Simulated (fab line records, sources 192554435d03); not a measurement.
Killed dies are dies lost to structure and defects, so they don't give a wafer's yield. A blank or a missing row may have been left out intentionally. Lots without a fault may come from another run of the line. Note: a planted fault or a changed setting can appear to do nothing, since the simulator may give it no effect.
Matching of chambers :: flow n5 finfet :: 4 sister chambers for N5_WELL_APT_DESCUM_13 on rie diel-03
The step chemistry O2, time 7.9 s. 14 wafers are shown with their chamber, then 7 later ones without.

## WAFERS WITH THEIR CHAMBER
wafer: L199.1
chamber: 1
drypump motor current A (A): 6.4
showerhead plenum p Torr (Torr): 2.24
throttle valve pct (%): 20.54

wafer: L199.2
chamber: 3
drypump motor current A (A): 5.0
showerhead plenum p Torr (Torr): 2.12
throttle valve pct (%): 20.41

wafer: L199.6
chamber: 3
drypump motor current A (A): 5.1
showerhead plenum p Torr (Torr): 2.12
throttle valve pct (%): 20.42

wafer: L200.1
chamber: 2
drypump motor current A (A): 5.9
showerhead plenum p Torr (Torr): 2.19
throttle valve pct (%): 20.26

wafer: L200.2
chamber: 1
drypump motor current A (A): 6.4
showerhead plenum p Torr (Torr): 2.24
throttle valve pct (%): 20.55

wafer: L200.6
chamber: 1
drypump motor current A (A): 6.4
showerhead plenum p Torr (Torr): 2.24
throttle valve pct (%): 20.54

wafer: L202.1
chamber: 2
drypump motor current A (A): 5.9
showerhead plenum p Torr (Torr): 2.19
throttle valve pct (%): 20.27

wafer: L202.2
chamber: 0
drypump motor current A (A): 4.7
showerhead plenum p Torr (Torr): 2.16
throttle valve pct (%): 20.71

wafer: L202.6
chamber: 1
drypump motor current A (A): 6.4
showerhead plenum p Torr (Torr): 2.24
throttle valve pct (%): 20.56

wafer: L205.2
chamber: 3
drypump motor current A (A): 5.0
showerhead plenum p Torr (Torr): 2.12
throttle valve pct (%): 20.43

wafer: L205.4
chamber: 2
drypump motor current A (A): 5.9
showerhead plenum p Torr (Torr): 2.18
throttle valve pct (%): 20.27

wafer: L205.6
chamber: 2
drypump motor current A (A): 5.9
showerhead plenum p Torr (Torr): 2.18
throttle valve pct (%): 20.29

wafer: L216.1
chamber: 3
drypump motor current A (A): 5.0
showerhead plenum p Torr (Torr): 2.11
throttle valve pct (%): 20.46

wafer: L216.5
chamber: 1
drypump motor current A (A): 6.4
showerhead plenum p Torr (Torr): 2.23
throttle valve pct (%): 20.62

SIGNATURES (averages over the wafers above)
reading: drypump motor current A
chamber 0: 4.700
chamber 1: 6.400
chamber 2: 5.900
chamber 3: 5.025
scatter within a chamber: 0.0274

reading: showerhead plenum p Torr
chamber 0: 2.1600
chamber 1: 2.2380
chamber 2: 2.1850
chamber 3: 2.1175
scatter within a chamber: 0.00505

reading: throttle valve pct
chamber 0: 20.7100
chamber 1: 20.5620
chamber 2: 20.2725
chamber 3: 20.4300
scatter within a chamber: 0.0252
Rule: a wafer lies at a distance from a chamber equal to the root of the sum of squares, over the readings, of (its reading less the chamber's mean, divided by the reading's scatter). The wafer belongs to the nearest chamber; if the next one is less than 2 further off, it can't be placed. The scatter is the square root of a quotient: the sum, over the shown wafers, of each reading's squared deviation from its chamber's mean, divided by wafers minus chambers.

## WAFERS WHOSE CHAMBER IS MISSING
wafer: L216.6
drypump motor current A (A): 5.9
showerhead plenum p Torr (Torr): 2.18
throttle valve pct (%): 20.34

wafer: L217.1
drypump motor current A (A): 5.0
showerhead plenum p Torr (Torr): 2.11
throttle valve pct (%): 20.47

wafer: L217.3
drypump motor current A (A): 4.7
showerhead plenum p Torr (Torr): 2.15
throttle valve pct (%): 20.76

wafer: L217.4
drypump motor current A (A): 5.9
showerhead plenum p Torr (Torr): 2.17
throttle valve pct (%): 20.34

wafer: L218.1
drypump motor current A (A): 6.4
showerhead plenum p Torr (Torr): 2.23
throttle valve pct (%): 20.60

wafer: L218.4
drypump motor current A (A): 4.7
showerhead plenum p Torr (Torr): 2.15
throttle valve pct (%): 20.78

wafer: L218.5
drypump motor current A (A): 5.9
showerhead plenum p Torr (Torr): 2.17
throttle valve pct (%): 20.32

## WHICH CHAMBER EACH WENT THROUGH
wafer: L216.6
from the rows above: 2
in truth: 2

wafer: L217.1
from the rows above: 3
in truth: 3

wafer: L217.3
from the rows above: 0
in truth: 0

wafer: L217.4
from the rows above: 2
in truth: 2

wafer: L218.1
from the rows above: 1
in truth: 1

wafer: L218.4
from the rows above: 0
in truth: 0

wafer: L218.5
from the rows above: 2
in truth: 2
Correct placement for 7 of the 7. From these rows, 0 cannot be placed. 0 placed wrongly.
